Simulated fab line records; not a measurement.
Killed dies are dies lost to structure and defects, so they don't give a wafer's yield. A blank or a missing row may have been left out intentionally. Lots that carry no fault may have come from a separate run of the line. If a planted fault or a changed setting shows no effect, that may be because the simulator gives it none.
What tool caused it? | flow n5Finfet | 22 lots with 66 wafers sampled at 3 steps, on a route of 1938 steps

## WHAT THE GAUGES READ, wafer by wafer
N5_BEOL_M9_OVL_MEAS_12. Usual: M9_OVL -0.2 nm, standard deviation 0.74.
lot  | measured     | on         | M9_OVL (nm)    | flag
L074 | day 10 17:04 | overlay-02 | -0.7 -0.9 -1.2 | 
L075 | day 10 17:08 | overlay-01 | 1.1 0.6 0.5    | 
L078 | day 12 17:46 | overlay-02 | -0.2 -0.3 -0.2 | 
L077 | day 12 21:02 | overlay-02 | 0.0 0.3 0.5    | 
L079 | day 13 14:57 | overlay-02 | -0.3 -0.4 -1.1 | 
L080 | day 13 15:11 | overlay-02 | 0.8 0.6 0.6    | 
L081 | day 14 03:56 | overlay-01 | -0.4 -0.2 -0.3 | 
L083 | day 14 17:53 | overlay-02 | -0.5 -0.1 0.4  | 
L084 | day 15 03:03 | overlay-02 | -1.4 -0.6 0.2  | 
L085 | day 15 03:42 | overlay-01 | 0.3 0.0 0.5    | 
L087 | day 15 07:25 | overlay-02 | -0.2 0.1 0.9   | 
L086 | day 15 07:41 | overlay-02 | 0.2 -0.8 1.1   | 
L076 | day 15 18:14 | overlay-01 | 0.5 0.6 -0.3   | 
L089 | day 15 18:23 | overlay-02 | -0.7 -1.4 -0.9 | 
L090 | day 16 01:31 | overlay-01 | -0.5 0.1 -0.6  | 
L091 | day 16 14:53 | overlay-02 | -1.1 0.0 0.8   | 
L088 | day 16 18:49 | overlay-01 | -0.2 -0.3 0.3  | 
L092 | day 16 22:08 | overlay-01 | 0.9 1.3 1.8    | 
L093 | day 17 00:35 | overlay-01 | -1.3 -0.6 -1.1 | 
L095 | day 17 04:17 | overlay-02 | -0.9 0.1 -0.9  | 
L096 | day 17 04:59 | overlay-02 | -0.3 -0.5 -0.2 | 
L097 | day 17 09:38 | overlay-01 | -0.8 0.5 0.3   | 

N5_BEOL_M9_THK_MEAS_53: measures by xrf. Usual: M9_THK 141 nm, standard deviation 4.5.
lot  | measured     | on           | M9_THK (nm) | flag
L074 | day 10 22:34 | filmMetro-01 | 143 140 143 | 
L075 | day 10 23:41 | filmMetro-01 | 140 144 143 | 
L078 | day 13 00:17 | filmMetro-02 | 146 140 145 | 
L077 | day 13 03:23 | filmMetro-02 | 144 143 142 | 
L079 | day 13 23:37 | filmMetro-01 | 141 139 144 | 
L080 | day 13 23:10 | filmMetro-02 | 137 140 144 | 
L081 | day 14 09:49 | filmMetro-02 | 137 136 140 | 
L083 | day 15 00:59 | filmMetro-02 | 136 146 143 | 
L084 | day 15 12:18 | filmMetro-02 | 146 141 138 | 
L085 | day 15 11:26 | filmMetro-02 | 143 137 143 | 
L087 | day 15 12:34 | filmMetro-01 | 136 134 133 | 
L086 | day 15 13:04 | filmMetro-02 | 143 136 143 | 
L076 | day 15 23:31 | filmMetro-02 | 135 142 144 | 
L089 | day 15 23:51 | filmMetro-01 | 139 139 131 | 
L090 | day 16 07:07 | filmMetro-01 | 140 130 134 | 
L091 | day 16 22:19 | filmMetro-02 | 139 136 143 | 
L088 | day 17 01:45 | filmMetro-01 | 149 142 141 | 
L092 | day 17 02:14 | filmMetro-01 | 132 139 141 | 
L093 | day 17 06:40 | filmMetro-02 | 145 144 134 | 
L095 | day 17 09:38 | filmMetro-01 | 154 155 149 | 
L096 | day 17 11:50 | filmMetro-02 | 144 143 146 | 
L097 | day 17 18:12 | filmMetro-01 | 143 141 145 | 

## WHICH TOOL RAN EACH LOT (tool, then ch and the chambers of the sampled wafers, then the start)
lot  | N5_BEOL_M9_ETCH_65
L074 | rieDiel-02 ch 0,3, day 10 19:52
L075 | rieDiel-04 ch 0,1,3, day 10 19:42
L078 | rieDiel-04 ch 0,2,3, day 12 19:55
L077 | rieDiel-06 ch 0,2,3, day 12 23:38
L079 | rieDiel-06 ch 0,1,2, day 13 18:02
L080 | rieDiel-06 ch 0,1,3, day 13 17:37
L081 | rieDiel-04 ch 0,2, day 14 07:15
L083 | rieDiel-04 ch 0,1,2, day 14 20:49
L084 | rieDiel-02 ch 0,1,3, day 15 08:05
L085 | rieDiel-04 ch 0,2,3, day 15 07:11
L087 | rieDiel-02 ch 1,3, day 15 09:52
L086 | rieDiel-04 ch 1,2,3, day 15 10:10
L076 | rieDiel-02 ch 0,1,2, day 15 20:31
L089 | rieDiel-04 ch 0,2,3, day 15 20:34
L090 | rieDiel-04 ch 2,3, day 16 03:56
L091 | rieDiel-04 ch 0,1,2, day 16 19:05
L088 | rieDiel-04 ch 0,1, day 16 20:38
L092 | rieDiel-02 ch 0,1, day 16 23:32
L093 | rieDiel-02 ch 1,2,3, day 17 03:41
L095 | rieDiel-06 ch 1,2, day 17 06:16
L096 | rieDiel-02 ch 0,2,3, day 17 08:28
L097 | rieDiel-04 ch 0,1,3, day 17 15:28
- N5_BEOL_M9_ETCH_65: etches SiARC in CF4, target depth 15.6 nm, time 26 s.

## AS READ BY THE TOOLS THEMSELVES (means over the sampled wafers that have a number; for cases with no such wafer, the mark the record gives instead)
N5_BEOL_M9_ETCH_65. Usual: value, then standard deviation, for each; cf4FlowSccm 99.99 sccm / 0.3; drypumpMotorCurrentA 5.6 A / 0.36; etchRfOnTimeS 26.0 s / 0.83; oesProductAu 0.70 a.u. / 0.096; rfVppV 184.0 V / 1.3; showerheadPlenumPTorr 2.13 Torr / 0.079; throttleValvePct 15.52 % / 0.24.
lot  | tool       | cf4FlowSccm (sccm) | drypumpMotorCurrentA (A) | etchRfOnTimeS (s) | oesProductAu (a.u.) | rfVppV (V) | showerheadPlenumPTorr (Torr) | throttleValvePct (%) | flag
L074 | rieDiel-02 | 99.66              | 5.6                      | 25.9              | 0.66                | 184.6      | 2.13                         | 15.73                | 
L075 | rieDiel-04 | 99.82              | 5.9                      | 25.5              | 0.65                | 183.0      | 2.07                         | 15.63                | 
L078 | rieDiel-04 | 99.93              | 5.6                      | 26.0              | 0.64                | 184.0      | 2.13                         | 15.62                | 
L077 | rieDiel-06 | 100.11             | 5.1                      | 26.3              | 0.64                | 183.4      | 2.11                         | 15.68                | 
L079 | rieDiel-06 | 100.09             | 5.3                      | 26.1              | 0.63                | 183.5      | 2.11                         | 15.59                | 
L080 | rieDiel-06 | 99.84              | 5.3                      | 25.7              | 0.64                | 182.6      | 2.05                         | 15.66                | 
L081 | rieDiel-04 | 100.00             | 5.6                      | 26.3              | 0.69                | 183.2      | 2.13                         | 15.50                | 
L083 | rieDiel-04 | 99.96              | 5.8                      | 26.0              | 0.70                | 184.1      | 2.19                         | 15.50                | 
L084 | rieDiel-02 | 100.12             | 5.7                      | 26.8              | 0.66                | 183.3      | 2.11                         | 15.58                | 
L085 | rieDiel-04 | 99.87              | 5.5                      | 26.0              | 0.72                | 183.3      | 2.13                         | 15.49                | 
L087 | rieDiel-02 | 100.10             | 5.9                      | 26.8              | 0.59                | 183.5      | 2.05                         | 15.58                | 
L086 | rieDiel-04 | 100.22             | 5.7                      | 25.8              | 0.73                | 185.0      | 2.19                         | 15.49                | 
L076 | rieDiel-02 | 100.02             | 5.6                      | 26.7              | 0.73                | 183.6      | 2.10                         | 15.32                | 
L089 | rieDiel-04 | 99.99              | 5.5                      | 26.0              | 0.71                | 184.3      | 2.13                         | 15.51                | 
L090 | rieDiel-04 | 99.74              | 5.4                      | 26.3              | 0.66                | 184.5      | 2.16                         | 15.64                | 
L091 | rieDiel-04 | 99.92              | 5.7                      | 25.8              | 0.69                | 185.1      | 2.19                         | 15.53                | 
L088 | rieDiel-04 | 100.09             | 6.0                      | 25.5              | 0.73                | 184.7      | 2.15                         | 15.40                | 
L092 | rieDiel-02 | 100.25             | 5.6                      | 26.5              | 0.69                | 182.8      | 2.12                         | 15.43                | 
L093 | rieDiel-02 | 99.88              | 5.7                      | 26.1              | 0.75                | 184.0      | 2.07                         | 15.34                | 
L095 | rieDiel-06 | 99.86              | 5.5                      | 24.4              | 0.83                | 185.1      | 2.26                         | 15.24                | 
L096 | rieDiel-02 | 100.14             | 5.6                      | 25.8              | 0.80                | 184.0      | 2.12                         | 15.35                | 
L097 | rieDiel-04 | 100.31             | 5.9                      | 25.3              | 0.75                | 183.8      | 2.14                         | 15.39                | 

## THE ANSWER, worked out from the rows above alone
Rule: a lot counts as off when the mean over its wafers that have a number is more than 3 standard deviations away from the usual mean. Also off: a lot with no number at a reading for which 4 or more lots have one. All remaining lots with rows at the step are treated as sound. First the gauges in route order, then the tools' own readings, where a lot's mean is used as printed above. At the first step where some lot is off, the reading lying furthest off is the one used; lots without a number count as furthest.
No lot is off on any of the readings shown, so nothing can be concluded from this.

## WHAT THE SIMULATOR HAD PUT IN
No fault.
